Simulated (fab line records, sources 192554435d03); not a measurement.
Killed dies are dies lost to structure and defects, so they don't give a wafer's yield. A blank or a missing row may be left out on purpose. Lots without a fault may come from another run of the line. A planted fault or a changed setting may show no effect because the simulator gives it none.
fab line records | flow n5_finfet
record lots=7 wafers=39
route steps=1938 shown FIN_SAQP@143 FIN_CUT@173 STI_FIN_REVEAL@190 GATE_CUT@469
start_h: hours from the record's first day to the start of the lot's first wafer shown | wait_h: hours since the lot's step before | " the same as in the row above | L1.1+2: a row that stands for several wafers | - no value, or no start given | * or withheld: withheld | < > ~ a bound
route shown NAME@n: a module of which the file shows steps, and the number in the route of the first | usual: mean/standard deviation of fault-free wafers | same: alike in all rows | chamber/n: place in a boat | sites: the reading at each site | _std_site: their standard deviation | _edge_site: outer sites' mean less inner sites' | radius_mm: how far each site lies from the wafer's centre | mask NAME#n: copy n | behind: the tool/chamber that last shaped the wafer | hold: why the lot was held/for how many hours/how that ended | device: the transistor (n, p or np) that didn't switch | end of line: the same wafers' tests at the end of the route | a step without rows: its recipe alone | killed: dies lost to structure and defects at the first sort, not the wafer's yield | map: a wafer's dies, x killed, . not, _ none there
set.NAME: the setting as run; set.NAME@STEP: as run at that earlier step | model.NAME: the simulator's own value behind a step, which no gauge read
lots whose settings were changed on purpose; a table a step, a row a wafer
## steps
# step N5_FIN_SAQP_ETCH_34
# recipe chemistry=C4F6/O2 target=SiO2 target_depth_a=450 time_s=15 ion_energy_ev=250 pressure_mtorr=30 source_w=345 bias_w=185 Ar_flow_sccm=300 C4F6_flow_sccm=10 O2_flow_sccm=10 ends=cleared
# usual rf_vpp_V=667/12
# columns lot.wafer tool chamber start_h wait_h set.source_w rf_vpp_V
L078.1 rie_diel-02 0 49.54 0.0 345 678
L078.2 " 2 " " 396.8 628
L078.3 " 1 " " 396.8 618
L078.4 " 3 " " 396.8 600
L078.5 " 2 " " 345 673
L078.6 " 1 " " 345 663
L082.1 rie_diel-01 3 74.47 0.0 385.5 618
L082.2 " 2 " " 385.5 624
L082.3 " 1 " " 345 677
L082.4 " 0 " " 345 679
L082.5 " 2 " " 345 660
L082.6 " 1 " " 385.5 641
L083.1 rie_diel-01 2 80.85 0.0 345 659
L083.2 " 0 " " 345 680
L083.3 " 1 " " 345 678
L083.4 " 3 " " 345 654
L083.5 " 2 " " 345 660
L083.6 " 1 " " 345 677
L087.1 rie_diel-01 2 106.48 0.0 345 661
L087.2 " 3 " " 345 652
L087.3 " 0 " " 368 659
L087.4 " 1 " " 368 655
L087.5 " 1 " " 345 677
L087.6 " 0 " " 368 658
L089.1 rie_diel-02 2 116.43 0.0 379.1 641
L089.2 " 3 " " 345 656
L089.3 " 0 " " 345 678
L089.4 " 2 " " 345 673
L089.5 " 3 " " 379.1 624
L089.6 " 0 " " 379.1 645
L090.1 rie_diel-02 3 121.89 0.0 345 654
L090.2 " 0 " " 345 678
L090.3 " 1 " " 400.4 627
L090.4 " 2 " " 400.4 623
L090.5 " 1 " " 400.4 627
L090.6 " 0 " " 345 677
L097.2 rie_diel-01 1 164.37 0.0 345 677
L097.5 " 3 " " 345 654
L097.6 " 0 " " 345 680
# step N5_FIN_CUT_CUT_ETCH_26
# recipe chemistry=CH3F/O2 target=SiNx target_depth_a=390 mask_material=SOC time_s=55.7 pressure_mtorr=30 source_w=395 bias_w=73 Ar_flow_sccm=150 CH3F_flow_sccm=30 O2_flow_sccm=20 ion_energy_ev=120
# usual rf_vpp_V=297/4.5
# columns lot.wafer tool chamber start_h wait_h set.source_w rf_vpp_V
L078.1 rie_diel-04 0 51.24 0.0 395 305
L078.2 " 1 " " 333 321
L078.3 " 3 " " 395 297
L078.4 " 2 " " 333 325
L078.5 " 2 " " 333 325
L078.6 " 1 " " 395 297
L082.1 rie_diel-04 1 75.93 0.0 395 297
L082.2 " 3 " " 395 296
L082.3 " 2 " " 395 300
L082.4 " 0 " " 395 305
L082.5 " 1 " " 395 297
L082.6 " 0 " " 395 307
L083.1 rie_diel-03 2 82.25 0.0 395 298
L083.2 " 1 " " 395 293
L083.3 " 0 " " 455.4 282
L083.4 " 3 " " 455.4 279
L083.5 " 2 " " 395 297
L083.6 " 1 " " 455.4 275
L087.1 rie_diel-06 3 108.14 0.0 395 291
L087.2 " 2 " " 439.6 282
L087.3 " 1 " " 439.6 276
L087.4 " 0 " " 439.6 286
L087.5 " 0 " " 395 301
L087.6 " 1 " " 395 290
L089.1 rie_diel-06 0 117.75 0.0 395 301
L089.2 " 3 " " 395 291
L089.3 " 1 " " 395 291
L089.4 " 2 " " 395 295
L089.5 " 0 " " 395 301
L089.6 " 3 " " 395 290
L090.1 rie_diel-03 1 123.63 0.0 466.1 271
L090.2 " 0 " " 395 302
L090.3 " 3 " " 395 299
L090.4 " 3 " " 395 298
L090.5 " 1 " " 466.1 271
L090.6 " 0 " " 466.1 278
L097.2 rie_diel-03 0 165.70 0.0 395 302
L097.5 " 0 " " 395 301
L097.6 " 3 " " 395 299
# step N5_STI_FIN_REVEAL_ETCHBACK_08
# recipe chemistry=C4F6/O2 target=SiO2 target_depth_a=305 time_s=10.167 ion_energy_ev=250 pressure_mtorr=30 source_w=345 bias_w=185 Ar_flow_sccm=300 C4F6_flow_sccm=10 O2_flow_sccm=10
# columns lot.wafer tool chamber start_h wait_h set.target_depth_a
L078.1+3+5 rie_diel-05 2,1,3 57.97 0.2 273.1
L078.2+4+6 " 3,0,0 " " 305
L082.1+4+6 rie_diel-05 2,3,3 82.50 0.3 305
L082.2+3+5 " 0,1,0 " " 340.8
L083.1+2+4 rie_diel-01 0,3,2 88.41 0.2 305
L083.3+5+6 " 1,1,0 " " 263
L087.1+4+5 rie_diel-02 2,3,0 114.47 0.3 305
L087.2+3+6 " 0,3,2 " " 262.9
L089.1+3+5 rie_diel-05 2,0,0 124.39 0.2 305
L089.2+4+6 " 1,3,3 " " 289.5
L090.1+2+3 rie_diel-05 1,0,3 130.01 0.2 333.4
L090.4+5+6 " 2,2,1 " " 305
L097.2+5+6 rie_diel-01 2,0,3 171.87 0.2 305
# step N5_STI_FIN_REVEAL_STRIP_24
# recipe chemistry=N2/H2 time_s=90 power_w=100 temp_c=40 pressure_mtorr=100 rf_frequency_hz=6e+07 bias_power_w=3 n2_flow_sccm=300 h2_flow_sccm=300
# step N5_STI_FIN_REVEAL_PRECLEAN_25
# recipe chemistry=SPM time_s=90 temp_c=120 mix=4:1
# step N5_STI_FIN_REVEAL_SRD_23
# recipe dry=ipa_marangoni time_s=30 temp_c=23 rinse_liquid=diw
# step N5_STI_FIN_REVEAL_FIN_H_MEAS_10
# usual trench_depth_nm=52.2/0.73
# columns lot.wafer tool chamber start_h wait_h set.target_depth_a@STI_FIN_REVEAL_ETCHBACK_08 trench_depth_nm
L078.1 ocd-02 - 61.00 0.0 273.1 48.3
L078.2 " - " " 305 52.7
L078.3 " - " " 273.1 48.4
L078.4 " - " " 305 51.3
L078.5 " - " " 273.1 49.6
L078.6 " - " " 305 52.1
L082.1 ocd-02 - 85.49 0.0 305 52.0
L082.2 " - " " 340.8 56.5
L082.3 " - " " 340.8 55.7
L082.4 " - " " 305 53.5
L082.5 " - " " 340.8 56.5
L082.6 " - " " 305 53.4
L083.1 ocd-01 - 91.72 0.0 305 52.2
L083.2 " - " " 305 53.0
L083.3 " - " " 263 48.3
L083.4 " - " " 305 51.9
L083.5 " - " " 263 48.3
L083.6 " - " " 263 47.5
L087.1 ocd-02 - 117.42 0.0 305 52.4
L087.2 " - " " 262.9 47.9
L087.3 " - " " 262.9 47.3
L087.4 " - " " 305 52.0
L087.5 " - " " 305 51.7
L087.6 " - " " 262.9 48.2
L089.1 ocd-02 - 127.33 0.0 305 51.7
L089.2 " - " " 289.5 50.8
L089.3 " - " " 305 52.1
L089.4 " - " " 289.5 51.3
L089.5 " - " " 305 52.1
L089.6 " - " " 289.5 51.5
L090.1 ocd-01 - 132.96 0.0 333.4 54.7
L090.2 " - " " 333.4 54.5
L090.3 " - " " 333.4 55.5
L090.4 " - " " 305 51.6
L090.5 " - " " 305 50.9
L090.6 " - " " 305 51.6
L097.2 ocd-01 - 175.11 0.0 305 51.2
L097.5 " - " " 305 51.2
L097.6 " - " " 305 51.8
# step N5_GATE_CUT_ETCH_58
# recipe chemistry=CH3F/O2 target=SiNx target_depth_a=170 time_s=128.6 ion_energy_ev=50 pressure_mtorr=30 source_w=415 bias_w=21 Ar_flow_sccm=150 CH3F_flow_sccm=30 O2_flow_sccm=20
# columns lot.wafer tool chamber start_h wait_h set.target_depth_a model.etch.depth_nm
L078.1 rie_diel-03 0 103.34 0.1 163.4 16.13
L078.2 " 1 " " 170 16.26
L078.3 " 2 " " 170 17.36
L078.4 " 3 " " 163.4 15.79
L078.5 " 0 " " 170 16.86
L078.6 " 3 " " 163.4 15.81
L082.1 rie_diel-03 3 128.00 0.1 170 16.26
L082.2 " 1 " " 170 16.24
L082.3 " 0 " " 170 16.49
L082.4 " 3 " " 188.2 18.08
L082.5 " 0 " " 188.2 18.47
L082.6 " 1 " " 188.2 17.97
L083.1 rie_diel-03 1 135.73 0.0 170 16.49
L083.2 " 0 " " 170 16.81
L083.3+4 " 3 " " 149.9 14.52
L083.5 " 0 " " 149.9 14.73
L083.6 " 1 " " 170 16.52
L087.1 rie_diel-03 3 159.96 0.2 161.4 15.49
L087.2 " 1 " " 170 16.44
L087.3 " 0 " " 170 16.83
L087.4 " 0 " " 161.4 15.92
L087.5 " 1 " " 170 16.43
L087.6 " 3 " " 161.4 15.47
L089.1 rie_diel-04 1 171.89 0.1 170 16.64
L089.2 " 0 " " 170 16.72
L089.3 " 3 " " 170 16.87
L089.4 " 2 " " 182.3 18.56
L089.5 " 3 " " 182.3 18.03
L089.6 " 0 " " 182.3 18
L090.1 rie_diel-04 3 176.39 0.0 170 16.87
L090.2 " 1 " " 170 16.49
L090.3 " 2 " " 154.8 15.65
L090.4 " 0 " " 154.8 15.19
L090.5 " 2 " " 170 17.1
L090.6 " 1 " " 154.8 15.11
L097.2 rie_diel-03 0 220.52 0.1 170 16.91
L097.5 " 0 " " 170 16.94
L097.6 " 3 " " 170 16.54
## key
split step=N5_FIN_SAQP_ETCH_34 setting=source_w stated=345 by=wafer
response step=N5_FIN_SAQP_ETCH_34 reading=rf_vpp_V change=-3.18 per=1% r=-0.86
split step=N5_FIN_CUT_CUT_ETCH_26 setting=source_w stated=395 by=wafer
response step=N5_FIN_CUT_CUT_ETCH_26 reading=rf_vpp_V change=-1.35 per=1% r=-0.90
split step=N5_STI_FIN_REVEAL_ETCHBACK_08 setting=target_depth_a stated=305 by=wafer
response step=N5_STI_FIN_REVEAL_FIN_H_MEAS_10 reading=trench_depth_nm change=+0.31 per=1% r=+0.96
split step=N5_GATE_CUT_ETCH_58 setting=target_depth_a stated=170 by=wafer
response step=N5_GATE_CUT_ETCH_58 reading=model.etch.depth_nm change=+0.177 per=1% r=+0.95
